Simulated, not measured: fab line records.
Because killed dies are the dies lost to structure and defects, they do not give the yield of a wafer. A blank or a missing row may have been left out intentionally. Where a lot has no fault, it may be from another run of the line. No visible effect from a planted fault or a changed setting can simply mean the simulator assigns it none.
Split-lot experiment / flow n5 finfet / route with 1938 steps; 7 lots, 21 wafers read

## THE SPLIT ITSELF
At N5_GATE_CUT_ALD_22 (deposits SiNx, target thk 16 nm, pulse time 1 s, ald cycles 320), the setting ald cycles was moved away from the recipe's 320 on 6 of the 21 wafers read, by -7.2% to +14.1%. For the rest of the wafers, this setting stayed at what the recipe calls for.

The reading is taken at the split's own step.

## THE READING
SiNx_of_GATE_CUT_ALD_22.thk nm (the simulator's own value, which no gauge read), in nm, at N5_GATE_CUT_ALD_22 (deposits SiNx, target thk 16 nm, pulse time 1 s, ald cycles 320). The file gives no usual value for it. Here, 15 wafers ran the recipe; their average is 16.0 nm with a standard deviation of 0.088 nm.

wafer=L077.1; tool, chamber at the split=ald sin-04, 0; ald cycles as run=360; against the recipe=+12.5%; SiNx_of_GATE_CUT_ALD_22.thk nm, nm=18; against lot-mates on the recipe=+2.0
wafer=L077.3; tool, chamber at the split=ald sin-04, 1,3; ald cycles as run=320; against the recipe=recipe; SiNx_of_GATE_CUT_ALD_22.thk nm, nm=16; against lot-mates on the recipe=-
wafer=L077.4; tool, chamber at the split=ald sin-04, 1,3; ald cycles as run=320; against the recipe=recipe; SiNx_of_GATE_CUT_ALD_22.thk nm, nm=16; against lot-mates on the recipe=-
wafer=L080.1; tool, chamber at the split=ald sin-03, 2; ald cycles as run=320; against the recipe=recipe; SiNx_of_GATE_CUT_ALD_22.thk nm, nm=15.8; against lot-mates on the recipe=-
wafer=L080.3; tool, chamber at the split=ald sin-03, 1; ald cycles as run=334; against the recipe=+4.4%; SiNx_of_GATE_CUT_ALD_22.thk nm, nm=16.6; against lot-mates on the recipe=+0.8
wafer=L080.4; tool, chamber at the split=ald sin-03, 3; ald cycles as run=334; against the recipe=+4.4%; SiNx_of_GATE_CUT_ALD_22.thk nm, nm=16.8; against lot-mates on the recipe=+1.0
wafer=L082.1; tool, chamber at the split=ald sin-03, 2; ald cycles as run=351; against the recipe=+9.7%; SiNx_of_GATE_CUT_ALD_22.thk nm, nm=17.6; against lot-mates on the recipe=+1.5
wafer=L082.4; tool, chamber at the split=ald sin-03, 1; ald cycles as run=320; against the recipe=recipe; SiNx_of_GATE_CUT_ALD_22.thk nm, nm=16; against lot-mates on the recipe=-
wafer=L082.6; tool, chamber at the split=ald sin-03, 3; ald cycles as run=320; against the recipe=recipe; SiNx_of_GATE_CUT_ALD_22.thk nm, nm=16.2; against lot-mates on the recipe=-
wafer=L086.2; tool, chamber at the split=ald sin-01, 2,1; ald cycles as run=320; against the recipe=recipe; SiNx_of_GATE_CUT_ALD_22.thk nm, nm=16; against lot-mates on the recipe=-
wafer=L086.4; tool, chamber at the split=ald sin-01, 2,1; ald cycles as run=320; against the recipe=recipe; SiNx_of_GATE_CUT_ALD_22.thk nm, nm=16; against lot-mates on the recipe=-
wafer=L086.6; tool, chamber at the split=ald sin-01, 3; ald cycles as run=297; against the recipe=-7.2%; SiNx_of_GATE_CUT_ALD_22.thk nm, nm=14.8; against lot-mates on the recipe=-1.2
wafer=L091.1; tool, chamber at the split=ald sin-01, 1,3,2; ald cycles as run=320; against the recipe=recipe; SiNx_of_GATE_CUT_ALD_22.thk nm, nm=16; against lot-mates on the recipe=-
wafer=L091.2; tool, chamber at the split=ald sin-01, 1,3,2; ald cycles as run=320; against the recipe=recipe; SiNx_of_GATE_CUT_ALD_22.thk nm, nm=16; against lot-mates on the recipe=-
wafer=L091.3; tool, chamber at the split=ald sin-01, 1,3,2; ald cycles as run=320; against the recipe=recipe; SiNx_of_GATE_CUT_ALD_22.thk nm, nm=16; against lot-mates on the recipe=-
wafer=L094.3; tool, chamber at the split=ald sin-03, 3,0; ald cycles as run=320; against the recipe=recipe; SiNx_of_GATE_CUT_ALD_22.thk nm, nm=16; against lot-mates on the recipe=-
wafer=L094.5; tool, chamber at the split=ald sin-03, 3,0; ald cycles as run=320; against the recipe=recipe; SiNx_of_GATE_CUT_ALD_22.thk nm, nm=16; against lot-mates on the recipe=-
wafer=L094.6; tool, chamber at the split=ald sin-03, 1; ald cycles as run=365; against the recipe=+14.1%; SiNx_of_GATE_CUT_ALD_22.thk nm, nm=18.2; against lot-mates on the recipe=+2.2
wafer=L095.2; tool, chamber at the split=ald sin-04, 0,3; ald cycles as run=320; against the recipe=recipe; SiNx_of_GATE_CUT_ALD_22.thk nm, nm=16; against lot-mates on the recipe=-
wafer=L095.3; tool, chamber at the split=ald sin-04, 0,3; ald cycles as run=320; against the recipe=recipe; SiNx_of_GATE_CUT_ALD_22.thk nm, nm=16; against lot-mates on the recipe=-
wafer=L095.6; tool, chamber at the split=ald sin-04, 0; ald cycles as run=320; against the recipe=recipe; SiNx_of_GATE_CUT_ALD_22.thk nm, nm=16.2; against lot-mates on the recipe=-
If several chambers appear in one row, that row covers several wafers at once and the file leaves open which wafer was in which chamber.

THE FIT
A straight line over all 21 wafers: SiNx_of_GATE_CUT_ALD_22.thk nm changes by +0.16 nm for each +1% of ald cycles; r = +0.99; the points scatter about the line by 0.088 nm.
The same after taking each lot's own level away (the mean of its wafers on the recipe; 21 wafers): +0.161 nm for each +1%; r = +0.99; scatter 0.089 nm.
That fit puts the effect of the largest move of ald cycles on the reading at 2.3 nm.
From 15.80 to 16.10 nm: that is the span of the lots' own levels, equal to 3.4 times the standard deviation above.
The two slopes agree, so the slope changes little with the lot-to-lot level.
Check: +2.32 nm against its lot-mates is what the line predicts for one of the wafers moved furthest among these (+14.1%) when that wafer is left out of the fit. Against them it came out at +2.2 nm.

## OTHER SPLITS ON THESE WAFERS
Note: prior to the reading, these wafers also went through further splits. Each is held against what the fit with the lots' levels taken away leaves over:
other split on the same wafers=N5_HKMG_FIN_COAT_06 spin rpm; wafers away from the commonest value=7; r with SiNx_of_GATE_CUT_ALD_22.thk nm (lot level and that fit taken away)=+0.02

## THE FILE'S OWN FIT
SiNx_of_GATE_CUT_ALD_22.thk nm changes by +0.16 nm for each +1% of ald cycles, r = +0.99.
